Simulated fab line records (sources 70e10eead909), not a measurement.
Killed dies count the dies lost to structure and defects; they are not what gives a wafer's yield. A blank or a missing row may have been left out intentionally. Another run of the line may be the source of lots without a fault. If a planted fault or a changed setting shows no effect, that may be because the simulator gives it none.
What tool caused it?	flow nand-harc	13 lots, 39 wafers sampled, at 5 steps of a route of 1159

== WHAT THE GAUGES READ, wafer by wafer ==
NHARC_END_SORT_01. Usual: killed-at-array 26, standard deviation 8.6; killed-at-other 0.7, standard deviation 0.97; killed-at-periphery 3.2, standard deviation 2.2; killed-dies 30, standard deviation 8.9; killed-open 3.1, standard deviation 1.8; killed-short 2.2, standard deviation 1.8.
lot	measured	on	killed-at-array	killed-at-other	killed-at-periphery	killed-dies	killed-open	killed-short	flag
L461	day 19 10:24	prober-01	29 26 30	1 0 1	1 4 1	31 30 32	2 4 1	1 2 1	
L464	day 19 18:58	prober-01	37 29 33	1 1 3	3 2 14	41 32 50	3 0 3	0 1 1	
L465	day 19 18:16	prober-02	29 23 34	0 1 0	3 5 1	32 29 35	1 3 4	3 6 4	
L466	day 20 03:07	prober-01	11 8 18	0 1 1	2 3 3	13 12 22	1 0 4	4 4 2	
L469	day 21 09:51	prober-01	26 27 24	0 1 1	2 5 3	28 33 28	4 5 4	5 4 3	
L468	day 21 10:40	prober-02	26 30 30	0 0 0	3 3 3	29 33 33	1 3 2	4 5 7	
L475	day 22 09:46	prober-02	59 42 45	0 1 0	0 0 2	59 43 47	8 2 5	0 1 3	
L478	day 23 12:31	prober-02	30 35 25	1 0 0	563 552 571	594 587 596	3 2 0	0 5 1	OFF
L477	day 23 07:05	prober-01	45 52 36	4 2 3	549 556 561	598 610 600	4 4 3	3 2 1	OFF
L480	day 23 20:16	prober-01	29 23 22	0 0 0	570 575 573	599 598 595	3 1 2	2 0 0	OFF
L482	day 24 15:41	prober-01	16 23 18	0 1 0	6 1 2	22 25 20	5 2 3	0 1 5	
L483	day 24 20:26	prober-02	17 20 19	0 0 0	1 5 1	18 25 20	5 4 2	0 1 3	
L484	day 25 04:28	prober-01	11 9 14	0 1 2	3 4 2	14 14 18	1 1 8	2 2 2	

== TOOL THAT RAN EACH LOT (tool first, then ch and the chambers of the sampled wafers, then the start) ==
lot	NHARC_P_CONTACT_CMP_01	NHARC_P_CONTACT_STRIP_28	NHARC_P_CONTACT_DEGAS_38	NHARC_P_CONTACT_ALD_22
L461	cmp-03 ch 0,3, day 5 12:25	rie-diel-04 ch 1,2, day 5 14:23	pvd-sputter-01, day 5 15:03	ald-metal-03 ch 0,1,3, day 5 15:16
L464	cmp-02 ch 1,2, day 6 00:21	rie-diel-08 ch 2,3, day 6 02:19	pvd-sputter-01, day 6 02:57	ald-metal-04 ch 1,2,3, day 6 03:13
L465	cmp-03 ch 0,1,3, day 6 10:42	rie-diel-04 ch 2,3, day 6 12:29	pvd-sputter-01, day 6 13:07	ald-metal-04 ch 0,1,3, day 6 13:23
L466	cmp-02 ch 0,1, day 6 23:46	rie-diel-04 ch 0,1,2, day 7 01:54	pvd-sputter-02, day 7 02:31	ald-metal-01 ch 0,1,2, day 7 02:47
L469	cmp-03 ch 0,1, day 7 08:46	rie-diel-04 ch 2,3, day 7 10:53	pvd-sputter-01, day 7 11:30	ald-metal-04 ch 0,1, day 7 11:46
L468	cmp-01 ch 0,3, day 7 08:52	rie-diel-04 ch 0,3, day 7 10:59	pvd-sputter-03, day 7 11:36	ald-metal-01 ch 1,2,3, day 7 11:55
L475	cmp-02 ch 0,1,3, day 8 23:19	rie-diel-08 ch 0,1,3, day 9 01:17	pvd-sputter-03, day 9 01:53	ald-metal-04 ch 1,2, day 9 02:08
L478	cmp-03 ch 0,1,3, day 9 15:35	rie-diel-08 ch 0,1,3, day 9 17:32	pvd-sputter-02, day 9 18:13	ald-metal-03 ch 2,3, day 9 18:27
L477	cmp-03 ch 0,1,2, day 9 16:21	rie-diel-08 ch 2,3, day 9 18:16	pvd-sputter-01, day 9 18:58	ald-metal-04 ch 1,2,3, day 9 19:14
L480	cmp-03 ch 0,1, day 10 01:25	rie-diel-04 ch 1,2, day 10 03:45	pvd-sputter-03, day 10 04:25	ald-metal-01 ch 1,3, day 10 04:38
L482	cmp-03 ch 0,2,3, day 11 01:05	rie-diel-08 ch 0,1,3, day 11 03:04	pvd-sputter-01, day 11 03:42	ald-metal-04 ch 0,2,3, day 11 03:59
L483	cmp-01 ch 1,2,3, day 11 04:53	rie-diel-08 ch 1,2,3, day 11 06:44	pvd-sputter-03, day 11 07:23	ald-metal-03 ch 1,2,3, day 11 07:37
L484	cmp-01 ch 0,1,2, day 11 14:55	rie-diel-04 ch 0,2, day 11 16:55	pvd-sputter-02, day 11 17:34	ald-metal-03 ch 1,2, day 11 17:47
- NHARC_P_CONTACT_CMP_01: polishes SiO2, target thk 200 nm.
- NHARC_P_CONTACT_STRIP_28: strips in O2.
- NHARC_P_CONTACT_DEGAS_38: time 60 s.
- NHARC_P_CONTACT_ALD_22: deposits TiN, target thk 3 nm, pulse time 1 s, ald cycles 150.

== AS READ BY THE TOOLS THEMSELVES (means over the sampled wafers that have a number; for cases with no such wafer, the mark the record gives instead) ==
NHARC_P_CONTACT_CMP_01. Usual: motor-current-A 11.9 A, standard deviation 1.2.
lot	tool	motor-current-A (A)	flag
L461	cmp-03	11.2	
L464	cmp-02	11.2	
L465	cmp-03	11.3	
L466	cmp-02	12.8	
L469	cmp-03	11.3	
L468	cmp-01	12.5	
L475	cmp-02	12.1	
L478	cmp-03	11.6	
L477	cmp-03	10.8	
L480	cmp-03	10.9	
L482	cmp-03	11.8	
L483	cmp-01	12.9	
L484	cmp-01	13.4	

NHARC_P_CONTACT_STRIP_28. Usual: drypump-motor-current-A 5.76 A, standard deviation 0.27; mfc-ar-sccm 0.013 sccm, standard deviation 0.01; oes-product-au 0.999 a.u., standard deviation 0.0076; rf-vpp-V 57.8 V, standard deviation 0.83; showerhead-plenum-p-Torr 3.54 Torr, standard deviation 0.13; throttle-valve-pct 17.037 %, standard deviation 0.0089.
lot	tool	drypump-motor-current-A (A)	mfc-ar-sccm (sccm)	oes-product-au (a.u.)	rf-vpp-V (V)	showerhead-plenum-p-Torr (Torr)	throttle-valve-pct (%)	flag
L461	rie-diel-04	6.09	0.007	0.994	57.0	3.54	17.036	
L464	rie-diel-08	5.66	0.005	0.990	58.3	3.55	17.038	
L465	rie-diel-04	6.19	0.009	1.011	57.6	3.62	17.033	
L466	rie-diel-04	5.87	0.015	1.001	57.9	3.46	17.033	
L469	rie-diel-04	6.13	0.011	1.004	58.0	3.69	17.037	
L468	rie-diel-04	5.74	0.026	1.012	58.0	3.47	17.032	
L475	rie-diel-08	5.65	0.011	0.994	58.6	3.53	17.043	
L478	rie-diel-08	5.62	0.011	0.989	57.6	3.52	17.039	
L477	rie-diel-08	5.65	0.005	1.008	57.5	3.54	17.036	
L480	rie-diel-04	6.08	0.007	1.006	58.0	3.53	17.043	
L482	rie-diel-08	5.63	0.011	0.998	58.5	3.52	17.038	
L483	rie-diel-08	5.59	0.005	0.999	57.8	3.52	17.037	
L484	rie-diel-04	5.80	0.023	1.009	57.5	3.41	17.034	

NHARC_P_CONTACT_DEGAS_38. Usual: heater-power-w 510 W, standard deviation 64.
lot	tool	heater-power-w (W)	flag
L461	pvd-sputter-01	494	
L464	pvd-sputter-01	512	
L465	pvd-sputter-01	485	
L466	pvd-sputter-02	457	
L469	pvd-sputter-01	457	
L468	pvd-sputter-03	565	
L475	pvd-sputter-03	611	
L478	pvd-sputter-02	460	
L477	pvd-sputter-01	471	
L480	pvd-sputter-03	568	
L482	pvd-sputter-01	528	
L483	pvd-sputter-03	561	
L484	pvd-sputter-02	476	

NHARC_P_CONTACT_ALD_22. Usual: heater-power-outer-w 684 W, standard deviation 62; heater-power-w 1060 W, standard deviation 80; precursor-pulse-height-rel 1.001, standard deviation 0.021.
lot	tool	heater-power-outer-w (W)	heater-power-w (W)	precursor-pulse-height-rel	flag
L461	ald-metal-03	725	1039	0.992	
L464	ald-metal-04	632	1023	0.999	
L465	ald-metal-04	657	1027	0.994	
L466	ald-metal-01	685	1102	1.000	
L469	ald-metal-04	676	1049	0.995	
L468	ald-metal-01	662	1033	1.000	
L475	ald-metal-04	649	1066	0.991	
L478	ald-metal-03	-	-	-	OFF
L477	ald-metal-04	-	-	-	OFF
L480	ald-metal-01	-	-	-	OFF
L482	ald-metal-04	662	1049	0.981	
L483	ald-metal-03	693	1026	0.989	
L484	ald-metal-03	652	1023	1.004	

== THE ANSWER, worked out from the rows above alone ==
Rule: take the mean of a lot's wafers that have a number; if it is more than 3 standard deviations from the usual mean, the lot is off. Also off: a lot with no number at a reading for which 4 or more lots have one. Where the step has rows for the other lots, those lots are counted as sound. The gauges are gone through in route order, then the tools' own readings, and for those a lot's mean is taken as printed above. The first step at which some lot is off is used, and at that step the reading that is off furthest; a lot without a number counts as furthest.
Off, at NHARC_END_SORT_01 on killed-at-periphery: L478, L477, L480.
If a tool, at a process step before that reading, ran all the lots that are off and no sound lot after the first of them, it fits. Not tried: the gauges at NHARC_END_SORT_01; whatever is off there is also off at NHARC_P_CONTACT_ALD_22, on other tools, and gauge error can't account for it. Not one of the candidates tried fits.

== WHAT HAD BEEN PUT IN BY THE SIMULATOR ==
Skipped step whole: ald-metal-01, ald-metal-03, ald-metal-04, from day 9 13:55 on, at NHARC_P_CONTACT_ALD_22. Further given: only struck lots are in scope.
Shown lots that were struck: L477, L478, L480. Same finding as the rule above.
